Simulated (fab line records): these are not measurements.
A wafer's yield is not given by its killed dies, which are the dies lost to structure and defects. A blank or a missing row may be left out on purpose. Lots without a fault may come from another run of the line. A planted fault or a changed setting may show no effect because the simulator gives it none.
Chamber matching ; flow n5Finfet ; cmp-02 running N5_BEOL_M3_CMP_52: 4 sister chambers
The step polishes, stops on SiOC, t overpolish 6.8 s, target thk 40 nm. 4 wafers are shown with their chamber, then 6 later ones without.

== WAFERS PAIRED WITH THEIR CHAMBERS ==
wafer;chamber;motorCurrentA (A)
L887.5;2;6.1
L895.1;3;5.7
L895.2;0;6.6
L895.5;1;6.3

== WAFERS WHOSE CHAMBER IS MISSING ==
wafer;motorCurrentA (A)
L894.3;5.5
L894.4;6.3
L894.5;6.2
L898.1;6.5
L898.3;7.2
L898.5;6.4

== EACH ONE'S CHAMBER ==
wafer;from the rows above;in truth
L894.3;can't be placed: 3 or 2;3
L894.4;can't be placed: 1 or 2 or 0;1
L894.5;can't be placed: 1 or 2 or 0 or 3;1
L898.1;can't be placed: 0 or 1 or 2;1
L898.3;can't be placed: 0 or 1 or 2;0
L898.5;can't be placed: 1 or 0 or 2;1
0 of 6 placed correctly. Cannot be placed on the basis of these rows: 6; the candidates contain the true chamber in 6. 0 placed wrongly.
How it was worked out, from the rows above alone: a wafer's distance from a chamber is the root of the sum, over the readings, of the square of ((its reading less the chamber's mean) divided by the reading's scatter). If the next closest chamber is less than 2 further off than the closest, the wafer can't be placed; otherwise it belongs to the closest. The mean given for a chamber averages the wafers shown for that chamber. The scatter (one wafer shown for each chamber): square how far every hidden wafer sits from the nearest shown wafer, average those squares and take the square root.
